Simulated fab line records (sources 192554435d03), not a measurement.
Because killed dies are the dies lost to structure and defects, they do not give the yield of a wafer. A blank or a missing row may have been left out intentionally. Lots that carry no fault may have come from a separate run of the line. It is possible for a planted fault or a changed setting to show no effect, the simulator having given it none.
fab line records ; flow n5_finfet
record: lots: 5; wafers: 15; last_day: 19
route steps=1938 shown HKMG_FIN@457 GATE_CUT@465 PASSIVATION@1936
lots that met no fault: taken from a fault-free run of the same line
start_h: hours from the record's first day to the start of the lot's first wafer shown ; wait_h: hours elapsed since this lot's preceding step ; " the same as in the row above ; L1.1+2: several wafers, shown together as one row ; - value missing, or start not given ; * or withheld: withheld ; < > ~ a bound
route shown NAME@n: names a module that has steps shown in the file, with the first one's number in the route ; usual: average and standard deviation across the fault-free wafers ; same: alike in all rows ; chamber/n: place in a boat ; sites: the reading at each site ; _std_site: the standard deviation of these ; _edge_site: the outer-site mean with the inner-site mean subtracted ; radius_mm: for every site, how far away it sits from the centre of the wafer ; mask NAME#n: copy n ; behind: tool/chamber where the wafer was last shaped ; hold: why the lot went on hold/how many hours it stayed there/how the hold came to an end ; device: whichever transistor did not switch (one of n, p or np) ; end of line: at the end of the route, the tests of the same wafers ; step lacking rows: just its recipe ; killed: dies that structure and defects cost at the first sort, which is not the same as the wafer's yield ; map: the dies of a wafer, with x for killed, . for not killed, _ for no die there
set.NAME: the setting that was run; set.NAME@STEP: the one run at that earlier step ; model.NAME: the simulator's own value behind a step, which no gauge read
certain route steps with their lots: each step a table, each wafer a row
services: from which hour (start_h, from the record's first day; less than 0 if before it) a tool's chamber was out of use, for how many hours, and why
== steps ==
step: N5_HKMG_FIN_ALD_72
recipe: material: W; target_thk_a: 20; temp_c: 300; pressure_torr: 7.5; ald_precursor_family: WF6; ald_co_reactant: B2H6; pulse_time_s: 1; purge_time_s: 2; co_reactant_purge_time_s: 2; co_reactant_pulse_time_s: 3; ald_cycles: 7
usual: heater_power_w: 480/23; precursor_pulse_height_rel: 1.001/0.019
lot.wafer;tool;chamber;start_h;wait_h;heater_power_w;precursor_pulse_height_rel
L238.2;cvd_w-02;1;78.26;0.2;520;1.023
L238.4;cvd_w-02;0;78.26;0.2;481;0.967
L238.6;cvd_w-02;0;78.26;0.2;465;0.988
L245.1;cvd_w-02;0;119.66;0.2;477;0.987
L245.3;cvd_w-02;1;119.66;0.2;509;0.989
L245.5;cvd_w-02;0;119.66;0.2;471;0.994
L251.1;cvd_w-01;0;158.11;0.2;460;0.995
L251.2;cvd_w-01;1;158.11;0.2;462;0.991
L251.6;cvd_w-01;1;158.11;0.2;447;0.982
L259.2;cvd_w-01;0;203.22;0.2;450;1.012
L259.5;cvd_w-01;1;203.22;0.2;466;1.005
L259.6;cvd_w-01;0;203.22;0.2;465;1.040
L261.2;cvd_w-01;0;217.31;0.2;464;0.986
L261.4;cvd_w-01;1;217.31;0.2;449;0.991
L261.5;cvd_w-01;0;217.31;0.2;472;1.004
step: N5_HKMG_FIN_W_FILL_22
recipe: material: W; target_thk_a: 600; temp_c: 400; pressure_torr: 39.4; time_s: 18.2
step: N5_HKMG_FIN_PRECLEAN_83
recipe: chemistry: DIW; time_s: 57.5; temp_c: 23
step: N5_HKMG_FIN_SRD_84
recipe: dry_time_s: 32; dry: n2_spin; spin_rpm: 1500
step: N5_HKMG_FIN_CMP_23
recipe: stop_on: SiNx; t_overpolish_s: 10; post_cmp_clean: rinse_only; down_force_psi: 4; platen_rpm: 50.289; pad_velocity_m_s: 1.0006; target_thk_nm: 46.326
usual: motor_current_A: 11.9/1.1; overpolish_run_s: 10.000/0.0097; pad_life_wafers: 1071/620; slurry_flow_ml_min: 150.1/0.45; time_to_endpoint_s: 11.8/2.3
lot.wafer;tool;chamber;start_h;wait_h;motor_current_A;overpolish_run_s;pad_life_wafers;slurry_flow_ml_min;time_to_endpoint_s
L238.2;cmp-02;3;78.51;0.1;11.4;9.996;967;149.9;9.2
L238.4;cmp-02;0;78.51;0.1;13.9;9.999;968;150.1;6.9
L238.6;cmp-02;3;78.51;0.1;11.7;10.001;-;150.6;11.8
L245.3;cmp-03;2;119.91;0.1;12.1;9.995;1837;150.4;9.8
L245.1;cmp-03;0;119.91;0.1;9.8;9.984;1839;149.6;9.4
L245.5;cmp-03;1;119.91;0.1;10.8;10.000;-;149.4;12.4
L251.2;cmp-03;2;158.36;0.1;12.2;10.015;1999;150.6;8.4
L251.1;cmp-03;0;158.36;0.1;10.2;9.988;2001;150.1;7.7
L251.6;cmp-03;1;158.36;0.1;10.0;10.010;-;150.4;10.2
L259.2;cmp-03;2;203.39;0.0;12.7;9.993;264;149.7;10.6
L259.5;cmp-03;2;203.39;0.0;12.1;10.008;-;150.0;8.4
L259.6;cmp-03;3;203.39;0.0;10.9;10.004;-;149.8;14.0
L261.4;cmp-01;0;217.56;0.1;11.4;10.004;1141;150.4;10.5
L261.2;cmp-01;2;217.56;0.1;12.6;9.991;1143;150.1;11.0
L261.5;cmp-01;3;217.56;0.1;10.8;10.008;-;150.1;10.3
step: N5_HKMG_FIN_CMP_94
recipe: stop_on: SiNx; post_cmp_clean: w_dilute_nh4oh; t_overpolish_s: 4.7; down_force_psi: 4; platen_rpm: 50.289; pad_velocity_m_s: 1.0006; target_thk_nm: 43.299
usual: motor_current_A: 12.1/1.1; pad_life_wafers: 1077/620; slurry_flow_ml_min: 150.0/0.44
lot.wafer;tool;chamber;start_h;wait_h;motor_current_A;pad_life_wafers;slurry_flow_ml_min
L238.2;cmp-02;3;78.94;0.3;11.1;973;149.9
L238.4;cmp-02;0;78.94;0.3;13.5;974;150.6
L238.6;cmp-02;3;78.94;0.3;11.9;-;149.9
L245.3;cmp-03;2;120.34;0.3;12.6;1843;149.7
L245.1;cmp-03;0;120.34;0.3;10.3;1845;149.2
L245.5;cmp-03;1;120.34;0.3;10.7;-;151.2
L251.2;cmp-03;2;158.79;0.3;13.5;2005;149.3
L251.1;cmp-03;0;158.79;0.3;10.6;2007;150.4
L251.6;cmp-03;1;158.79;0.3;10.6;-;150.1
L259.2;cmp-03;2;203.87;0.4;12.4;270;149.2
L259.5;cmp-03;2;203.87;0.4;12.0;-;150.0
L259.6;cmp-03;3;203.87;0.4;11.8;-;150.1
L261.4;cmp-01;0;217.99;0.3;12.2;1147;149.8
L261.2;cmp-01;2;217.99;0.3;13.0;1149;149.8
L261.5;cmp-01;3;217.99;0.3;10.9;-;149.9
step: N5_HKMG_FIN_INSPECT_28
recipe: inspect_instrument: darkfield; mode: post_cmp
usual: raw_defect_count: 34/15
lot.wafer;tool;chamber;start_h;wait_h;raw_defect_count
L238.2;defect_inspect-01;-;79.14;0.0;18
L238.4;defect_inspect-01;-;79.14;0.0;44
L238.6;defect_inspect-01;-;79.14;0.0;29
L245.1;defect_inspect-02;-;120.54;0.0;28
L245.3;defect_inspect-02;-;120.54;0.0;40
L245.5;defect_inspect-02;-;120.54;0.0;28
L251.1;defect_inspect-02;-;158.99;0.0;21
L251.2;defect_inspect-02;-;158.99;0.0;31
L251.6;defect_inspect-02;-;158.99;0.0;34
L259.2;defect_inspect-01;-;204.10;0.0;22
L259.5;defect_inspect-01;-;204.10;0.0;46
L259.6;defect_inspect-01;-;204.10;0.0;29
L261.2;defect_inspect-01;-;218.19;0.0;24
L261.4;defect_inspect-01;-;218.19;0.0;43
L261.5;defect_inspect-01;-;218.19;0.0;40
step: N5_GATE_CUT_ETCHBACK_00
recipe: chemistry: SF6/Cl2; target: W; pressure_mtorr: 8; icp_w: 900; bias_w: 80; SF6_flow_sccm: 40; Cl2_flow_sccm: 60
step: N5_GATE_CUT_ETCH_56
recipe: chemistry: Cl2/Ar; target: TiN; target_depth_a: 216; pressure_mtorr: 10; icp_w: 600; bias_w: 60; Cl2_flow_sccm: 40; Ar_flow_sccm: 60
step: N5_GATE_CUT_ETCHBACK_30
recipe: chemistry: Cl2/Ar; target: TiN; target_depth_a: 30; mode: isotropic; pressure_mtorr: 10; icp_w: 600; bias_w: 60; Cl2_flow_sccm: 40; Ar_flow_sccm: 60
step: N5_GATE_CUT_VAPOR_ETCH_60
recipe: chemistry: BCl3/Cl2; target: HfO2; mode: isotropic
usual: drypump_motor_current_A: 5.5/0.38; oes_product_au: 0.70/0.041
lot.wafer;tool;chamber;start_h;wait_h;drypump_motor_current_A;oes_product_au
L238.2;rie_metal-01;1;79.67;0.1;5.3;0.72
L238.4;rie_metal-01;1;79.67;0.1;5.3;0.72
L238.6;rie_metal-01;1;79.67;0.1;5.3;0.72
L245.1;rie_metal-02;1;120.82;0.0;5.1;0.70
L245.3;rie_metal-02;1;120.82;0.0;5.1;0.69
L245.5;rie_metal-02;1;120.82;0.0;5.1;0.69
L251.1;rie_metal-02;1;159.26;0.0;5.1;0.70
L251.2;rie_metal-02;0;159.26;0.0;6.0;0.67
L251.6;rie_metal-02;0;159.26;0.0;6.0;0.67
L259.2;rie_metal-02;1;204.38;0.0;5.1;0.68
L259.5;rie_metal-02;0;204.38;0.0;6.0;0.66
L259.6;rie_metal-02;1;204.38;0.0;5.1;0.68
L261.2;rie_metal-03;0;218.46;0.0;5.3;0.64
L261.4;rie_metal-03;1;218.46;0.0;6.1;0.79
L261.5;rie_metal-03;1;218.46;0.0;6.0;0.78
step: N5_GATE_CUT_ETCH_58
recipe: chemistry: CH3F/O2; target: SiNx; target_depth_a: 170; time_s: 128.6; ion_energy_ev: 50; pressure_mtorr: 30; source_w: 415; bias_w: 21; Ar_flow_sccm: 150; CH3F_flow_sccm: 30; O2_flow_sccm: 20
usual: bias_w: 21.00/0.063; drypump_motor_current_A: 5.8/0.58; oes_product_au: 0.80/0.079; rf_vpp_V: 99.0/0.87; showerhead_plenum_p_Torr: 1.99/0.057; throttle_valve_pct: 16.31/0.19
same: time_s: 128.6
lot.wafer;tool;chamber;start_h;wait_h;bias_w;drypump_motor_current_A;oes_product_au;rf_hours_counter_h;rf_vpp_V;showerhead_plenum_p_Torr;throttle_valve_pct;model.etch.depth_nm
L238.2;rie_diel-04;3;79.74;0.1;21.02;5.6;0.82;95;97.9;1.94;16.36;17.29
L238.4;rie_diel-04;0;79.74;0.1;21.12;6.0;1.02;1;100.2;1.98;16.14;17.3
L238.6;rie_diel-04;3;79.74;0.1;21.04;5.6;0.82;-;98.5;1.94;16.36;17.15
L245.1;rie_diel-06;2;120.93;0.1;20.97;5.7;0.79;118;98.6;1.91;16.36;16.97
L245.3;rie_diel-06;1;120.93;0.1;21.04;6.0;0.72;183;100.1;2.07;16.58;16.66
L245.5;rie_diel-06;2;120.93;0.1;21.04;5.7;0.79;-;98.2;1.92;16.37;17.06
L251.1;rie_diel-04;1;159.31;0.0;23.66;5.2;0.92;32;105.8;2.02;16.25;18.2
L251.2;rie_diel-04;3;159.31;0.0;21.03;5.6;0.79;117;98.8;1.93;16.40;16.95
L251.6;rie_diel-04;2;159.31;0.0;21.11;5.2;0.70;-;98.0;1.90;16.36;16.49
L259.2;rie_diel-06;0;204.44;0.1;20.91;6.5;0.91;20;99.6;2.04;16.09;17.42
L259.5;rie_diel-06;2;204.44;0.1;20.90;5.7;0.77;-;98.5;1.91;16.40;17.16
L259.6;rie_diel-06;0;204.44;0.1;20.90;6.5;0.91;-;97.9;2.04;16.11;17.56
L261.2;rie_diel-06;3;218.57;0.1;21.10;4.9;0.72;165;99.8;2.00;16.48;16.56
L261.4;rie_diel-06;1;218.57;0.1;21.02;6.0;0.70;207;99.6;2.06;16.62;16.65
L261.5;rie_diel-06;0;218.57;0.1;21.03;6.5;0.90;-;98.4;2.04;16.11;17.45
step: N5_GATE_CUT_STRIP_59
recipe: chemistry: N2/H2; time_s: 20; power_w: 100; temp_c: 40; pressure_mtorr: 100; rf_frequency_hz: 6e+07; bias_power_w: 3; n2_flow_sccm: 300; h2_flow_sccm: 300
usual: drypump_motor_current_A: 5.8/0.58; n2_flow_sccm: 300.0/1; oes_product_au: 0.80/0.078; rf_vpp_V: 45.2/0.84; showerhead_plenum_p_Torr: 3.36/0.1; throttle_valve_pct: 12.23/0.21
same: time_s: 20
lot.wafer;tool;chamber;start_h;wait_h;drypump_motor_current_A;n2_flow_sccm;oes_product_au;rf_hours_counter_h;rf_vpp_V;showerhead_plenum_p_Torr;throttle_valve_pct
L238.2;rie_diel-04;3;79.84;0.1;5.6;299.3;0.82;95;47.4;3.26;12.25
L238.4;rie_diel-04;0;79.84;0.1;6.0;300.4;1.03;1;45.4;3.32;11.91
L238.6;rie_diel-04;3;79.84;0.1;5.6;299.9;0.81;-;45.4;3.26;12.25
L245.1;rie_diel-06;2;121.03;0.1;5.7;299.3;0.78;118;44.1;3.26;12.31
L245.3;rie_diel-06;1;121.03;0.1;6.0;300.2;0.72;183;44.6;3.50;12.58
L245.5;rie_diel-06;2;121.03;0.1;5.7;298.8;0.78;-;44.7;3.26;12.31
L251.1;rie_diel-04;1;159.42;0.1;5.1;299.4;0.89;32;45.8;3.42;12.13
L251.2;rie_diel-04;3;159.42;0.1;5.6;299.8;0.80;117;44.5;3.25;12.29
L251.6;rie_diel-04;2;159.42;0.1;5.2;301.1;0.71;-;45.0;3.21;12.21
L259.2;rie_diel-06;0;204.54;0.1;6.5;300.0;0.90;20;45.6;3.45;12.03
L259.5;rie_diel-06;2;204.54;0.1;5.7;301.1;0.76;-;44.1;3.25;12.37
L259.6;rie_diel-06;0;204.54;0.1;6.5;299.8;0.90;-;45.8;3.45;12.03
L261.2;rie_diel-06;3;218.67;0.1;4.9;299.5;0.73;165;45.0;3.37;12.31
L261.4;rie_diel-06;1;218.67;0.1;6.0;300.1;0.70;207;46.7;3.49;12.64
L261.5;rie_diel-06;0;218.67;0.1;6.5;299.2;0.90;-;46.2;3.45;12.03
step: N5_PASSIVATION_PROBE_49
usual: killed_at_M0_to_M3: 33/11; killed_at_M4_up: 14/5; killed_at_contacts: 11/7.3; killed_at_front_end: 43/12; killed_at_other: 4/3.1; killed_dies: 106/17; killed_open: 69/13; killed_short: 34/8.7
same: gross_dies: 1180; killed_at_back_side: 0
lot.wafer;tool;chamber;start_h;wait_h;killed_at_M0_to_M3;killed_at_M4_up;killed_at_contacts;killed_at_front_end;killed_at_other;killed_dies;killed_open;killed_short
L251.1;prober-02;-;384.28;0.0;30;9;6;50;3;98;71;27
L251.2;prober-02;-;384.33;0.1;47;7;10;53;4;121;81;34
L251.6;prober-02;-;384.53;0.3;29;18;18;41;4;110;65;37
L259.2;prober-02;-;430.34;0.1;46;26;5;42;5;124;79;45
L259.5;prober-02;-;430.49;0.2;31;19;9;39;5;103;64;37
L259.6;prober-02;-;430.54;0.3;35;10;4;44;1;94;60;34
killed by level:class
L251.1 STI_FIN_REVEAL:geometric_particle:open=17 FIN_SAQP:geometric_particle:open=14 FIN_SAQP:geometric_particle:short=8 BEOL_M0_SAQP:geometric_particle:short=8 BEOL_M0_SAQP:geometric_particle:open=6 MOL_CONTACT_COAG:geometric_particle:open=5 BEOL_M1:geometric_particle:open=5 BEOL_M2:geometric_particle:open=5
L251.2 BEOL_M0_SAQP:geometric_particle:open=20 BEOL_M0_SAQP:geometric_particle:short=19 STI_FIN_REVEAL:geometric_particle:open=18 FIN_SAQP:geometric_particle:open=17 MOL_CONTACT_COAG:geometric_particle:open=10 FIN_SAQP:geometric_particle:short=7 HKMG_FIN:area_etch=4 GATE_CUT:geometric_particle:short=3
L251.6 MOL_CONTACT_COAG:geometric_particle:open=15 BEOL_M4:geometric_particle:open=9 BEOL_M2:geometric_particle:open=8 HKMG_FIN:area_etch=7 STI_FIN_REVEAL:geometric_particle:open=6 BEOL_M0_SAQP:geometric_particle:open=6 FIN_SAQP:geometric_particle:short=5 BEOL_M0_SAQP:geometric_particle:short=5
L259.2 BEOL_M4:geometric_particle:open=17 BEOL_M2:geometric_particle:open=12 FIN_SAQP:geometric_particle:short=10 BEOL_M0_SAQP:geometric_particle:open=9 FIN_SAQP:geometric_particle:open=8 STI_FIN_REVEAL:geometric_particle:open=6 BEOL_M4:geometric_particle:short=6 BEOL_M0_SAQP:geometric_particle:short=6
L259.5 FIN_SAQP:geometric_particle:short=8 MOL_CONTACT_COAG:geometric_particle:open=8 BEOL_M0_SAQP:geometric_particle:short=8 BEOL_M0_SAQP:geometric_particle:open=7 FIN_SAQP:geometric_particle:open=5 GATE_CUT:geometric_particle:short=5 GATE_CUT:geometric_particle:open=5 BEOL_M2:geometric_particle:open=5
L259.6 FIN_SAQP:geometric_particle:short=17 BEOL_M0_SAQP:geometric_particle:open=9 FIN_SAQP:geometric_particle:open=7 BEOL_M2:geometric_particle:open=7 STI_FIN_REVEAL:geometric_particle:open=6 DUMMY_GATE:geometric_particle:open=6 BEOL_M5:geometric_particle:open=5 BEOL_M4:geometric_particle:open=4
== services ==
tool;chamber;start_h;hours;kind
cmp-02;-;54.86;3.2;pm
cmp-01;-;56.21;4.0;pm
cmp-02;-;60.73;1.8;repair
cmp-02;-;63.68;1.8;repair
rie_diel-04;3;65.13;6.8;repair
rie_metal-02;1;67.03;2.7;repair
cmp-03;-;73.45;3.1;repair
cmp-01;-;74.32;0.8;repair
cvd_w-02;1;92.56;2.7;repair
cvd_w-01;-;101.48;2.8;pm
cmp-01;-;122.23;2.0;repair
cmp-03;-;128.98;12.4;pm
cmp-01;-;149.83;0.3;repair
rie_diel-04;-;153.50;0.6;repair
cmp-02;-;158.84;4.6;pm
rie_diel-06;1;160.12;7.3;repair
cmp-02;-;164.31;1.0;repair
cmp-03;-;168.02;4.0;pm
cmp-01;-;178.30;3.8;pm
cmp-01;-;184.37;8.5;repair
rie_diel-06;1;198.28;9.6;repair
cmp-03;-;211.86;0.5;repair
cmp-02;-;212.65;4.0;pm
rie_diel-04;-;216.50;0.6;repair
== key ==
first_sign: step: N5_GATE_CUT_ETCH_58; reading: bias_w; direction: up; sigmas: 42; usual: *; struck: *
effect: step: N5_GATE_CUT_ETCH_58; reading: rf_vpp_V; direction: up; sigmas: 7.8; usual: 99.0; struck: 105.8
model_effect: step: N5_GATE_CUT_ETCH_58; value: etch.depth_nm; without: 17.29; struck: 18.2
met_at N5_GATE_CUT_ETCH_58
struck_wafers L251.1
tester_left_out L251
fault: kind: process_parameter_drift; tool: rie_diel-04; chamber: 1; onset_h: 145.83; steps: N5_GATE_CUT_ETCH_58; channel: bias_w; offset: *; shape: step; end_h: 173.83; acts_in: *; stated: *
tester_left_out: of these lots the tester's yield and bins aren't shown, on N5 and GAA mostly nor the transistor test; their killed dies are dies lost to structure and defects alone, not to doping, threshold or leakage, so they don't give the yield
